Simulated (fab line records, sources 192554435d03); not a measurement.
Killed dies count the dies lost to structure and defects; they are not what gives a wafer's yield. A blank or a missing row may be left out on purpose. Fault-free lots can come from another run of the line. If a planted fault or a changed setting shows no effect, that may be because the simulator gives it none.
Which tool is to blame? + flow n5_finfet + 32 wafers sampled from 11 lots at 1 step of a route of 1938

## WHAT EACH GAUGE READ, for each wafer
N5_BEOL_M13_CD_MEAS_17: target cd 190 nm. Usual: cd_nm reads 190.8 nm (standard deviation 1.3).
| lot  | measured     | on        | cd_nm (nm)        | flag |
|------|--------------|-----------|-------------------|------|
| L400 | day 12 12:57 | cd_sem-03 | 191.0 191.4 191.0 |      |
| L402 | day 12 19:44 | cd_sem-03 | 192.1 191.9 192.6 |      |
| L401 | day 13 09:36 | cd_sem-01 | 193.4 194.2 195.2 |      |
| L403 | day 13 10:40 | cd_sem-02 | 191.4 191.2 192.2 |      |
| L404 | day 13 17:31 | cd_sem-02 | 189.4 189.9 190.0 |      |
| L410 | day 15 10:34 | cd_sem-02 | 190.8 191.0       |      |
| L414 | day 15 19:40 | cd_sem-03 | 191.8 191.2 190.8 |      |
| L415 | day 16 07:17 | cd_sem-02 | 193.1 193.1 192.7 |      |
| L417 | day 16 19:28 | cd_sem-01 | 190.6 190.1 189.5 |      |
| L416 | day 16 20:05 | cd_sem-01 | 190.1 191.6 189.8 |      |
| L420 | day 17 08:44 | cd_sem-02 | 192.1 191.6 190.3 |      |

## TOOL THAT RAN EACH LOT (tool first, then ch and the chambers of the sampled wafers, then the start)
Record: no process step prior to these readings.

## WHAT THE TOOLS THEMSELVES READ (means of the sampled wafers that have a number; where no wafer has one, the mark that the record gives instead)
The record holds no such reading with a usual standard deviation.

## THE ANSWER, worked out from the rows above alone
Rule: a lot is off if the mean of its wafers that have a number lies more than 3 standard deviations from the usual mean. A lot without any number at a reading at which 4 lots or more have one is off too. All remaining lots with rows at the step are treated as sound. Order of review: gauges by route order, followed by the tools' own readings, for which a lot's mean as printed above is used. At the first step where some lot is off, the reading lying furthest off is the one used; lots without a number count as furthest.
Across all readings shown, no lot is off: no conclusion can be drawn from this.

## WHAT WAS PUT IN BY THE SIMULATOR
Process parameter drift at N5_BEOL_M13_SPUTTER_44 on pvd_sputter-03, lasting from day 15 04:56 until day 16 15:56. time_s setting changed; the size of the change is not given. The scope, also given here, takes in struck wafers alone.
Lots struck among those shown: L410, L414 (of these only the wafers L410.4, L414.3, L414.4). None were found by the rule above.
